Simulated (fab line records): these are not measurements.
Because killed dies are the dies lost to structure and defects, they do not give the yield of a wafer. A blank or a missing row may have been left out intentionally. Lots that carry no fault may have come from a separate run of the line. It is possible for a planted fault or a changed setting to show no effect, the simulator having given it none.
8D (eight disciplines) problem report, filled in by code :: flow n5-finfet :: the parts of the form that need people (team, actions taken, sign-off) are left out

== 1. WHAT IS WRONG ==
REXT_P at N5_BEOL_M4_RC_MEAS_101 reads a mean of 118.0 ohm.um on 1 wafer of 1 lot; wafers without a fault read 101.0 ohm.um with a standard deviation of 1.9. Relative to the usual mean, that is a shift of +8.9 standard deviations.
Earliest sighting: wafer L426.5 on prober-02 at day 12 20:48. The record has a number at this step for 30 wafers belonging to 10 lots. Rule for "out", or "out of limits": more than 4 standard deviations from the usual mean. The other wafers with a number count as sound.

== 2. WHAT THIS IS AND IS NOT ==
question: which readings at this step
is: REXT_P, DIBL_N, DIBL_P, ION_N, ION_P, REXT_N, VT_N, VT_P
is not: -

question: which lots
is: L426
is not: L409, L410, L413, L414, L415, L416, L417, L429, L430

question: which wafers of those lots
is: L426.5
is not: L426.2, L426.6

question: read on which gauges
is: prober-02
is not: prober-01

question: when
is: from day 12 20:48
is not: up to then (23 sound wafers); but 6 sound wafers of L429, L430 came after

== 3. SUSPECTS, AND WHAT RULES EACH OUT ==
Counting: if a tool at a process step up to the reading ran every lot that is out, it stays a suspect. Sound lots after the first of them don't rule it out here, since some wafers of a struck lot are sound.
- the gauge at N5_BEOL_M4_RC_MEAS_101: kept. All the wafers that are out were read on prober-02, and no step on other tools shows them out.
- ald-sin-03 at N5_SPACER0_ALD_08 (deposits SiNx, target thk 2 nm): kept. It processed L426, the lot that is out, at day 7 13:31, and its most recent sound lot before then was L417 at day 5 08:14.
- The sound lot-mates ran in chamber 2 of ald-sin-03 at N5_SPACER0_ALD_08, but the wafers that are out ran in chamber 3.
After counting, ald-sin-03 at N5_SPACER0_ALD_08 and prober-02 at N5_BEOL_M4_RC_MEAS_101 remain.

== 4. THE CAUSE (what the simulator had put in) ==
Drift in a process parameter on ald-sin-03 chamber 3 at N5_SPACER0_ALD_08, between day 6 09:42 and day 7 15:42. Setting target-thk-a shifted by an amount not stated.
Counting leaves 2 suspects; this tool is one of them.

== 5. THE CHAIN OF EFFECTS, in route order ==
Each row: a reading whose mean over the struck wafers that have a number lies more than 3 standard deviations from the usual. Scope: only readings with a usual standard deviation given in the record; hours: median across lots of the time from each lot's start at the first step in this table that gives one to its start at this step; sigmas: change in usual standard deviations.
hours: 0
step: N5_BEOL_M4_RC_MEAS_101
reading: DIBL_N
usual: 36.8 mV/V
on struck wafers: 26.1
change: -10.7
sigmas: -4.9

hours: 0
step: N5_BEOL_M4_RC_MEAS_101
reading: DIBL_P
usual: 37.0 mV/V
on struck wafers: 25.4
change: -11.6
sigmas: -4.1

hours: 0
step: N5_BEOL_M4_RC_MEAS_101
reading: IOFF_N
usual: 0.18 nA/um
on struck wafers: 0.05
change: -0.13
sigmas: -3.0

hours: 0
step: N5_BEOL_M4_RC_MEAS_101
reading: IOFF_P
usual: 0.23 nA/um
on struck wafers: 0.08
change: -0.15
sigmas: -3.0

hours: 0
step: N5_BEOL_M4_RC_MEAS_101
reading: ION_N
usual: 680 uA/um
on struck wafers: 602
change: -78
sigmas: -5.6

hours: 0
step: N5_BEOL_M4_RC_MEAS_101
reading: ION_P
usual: 466 uA/um
on struck wafers: 416
change: -50
sigmas: -5.5

hours: 0
step: N5_BEOL_M4_RC_MEAS_101
reading: REXT_N
usual: 75.6 ohm.um
on struck wafers: 88.1
change: +12.5
sigmas: +8.9

hours: 0
step: N5_BEOL_M4_RC_MEAS_101
reading: REXT_P
usual: 101.0 ohm.um
on struck wafers: 118.0
change: +17.0
sigmas: +8.9

hours: 0
step: N5_BEOL_M4_RC_MEAS_101
reading: SS_N
usual: 71.7 mV/dec
on struck wafers: 69.1
change: -2.6
sigmas: -3.5

hours: 0
step: N5_BEOL_M4_RC_MEAS_101
reading: SS_P
usual: 73.5 mV/dec
on struck wafers: 70.8
change: -2.7
sigmas: -3.4

hours: 0
step: N5_BEOL_M4_RC_MEAS_101
reading: VT_N
usual: 248 mV
on struck wafers: 266
change: +18
sigmas: +4.5

hours: 0
step: N5_BEOL_M4_RC_MEAS_101
reading: VT_P
usual: -249 mV
on struck wafers: -266
change: -17
sigmas: -4.1

hours: 0
step: N5_BEOL_M4_RC_MEAS_101
reading: VT_P_LVT
usual: -98 mV
on struck wafers: -112
change: -14
sigmas: -3.9

hours: 111
step: N5_PASSIVATION_PROBE_49
reading: sort_bin_8_speed
usual: 0.0 %
on struck wafers: 91.1
change: +91.1
sigmas: +99 or more

hours: 111
step: N5_PASSIVATION_PROBE_49
reading: sort-n-pass
usual: 1078
on struck wafers: 1
change: -1077
sigmas: -57

hours: 111
step: N5_PASSIVATION_PROBE_49
reading: sort-yield-pct
usual: 91.3 %
on struck wafers: 0.1
change: -91.2
sigmas: -57
The process steps in it:
- N5_PASSIVATION_PROBE_49

== 6. HOW IT WOULD HAVE BEEN CAUGHT EARLIER ==
The first out-of-limits reading at a measuring or inspecting step in this record came at day 12 20:48, 155 hours after the fault's start at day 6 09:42.
An alarm limit of 4 standard deviations would not have fired on the tool readings at N5_SPACER0_ALD_08 for which the record gives a usual standard deviation, since none of them was out on any struck wafer.
Each of the lots that are out, 1 in all, had begun N5_SPACER0_ALD_08 on ald-sin-03 no later than day 12 20:48. A hold on the tool at that time would have spared none of them.
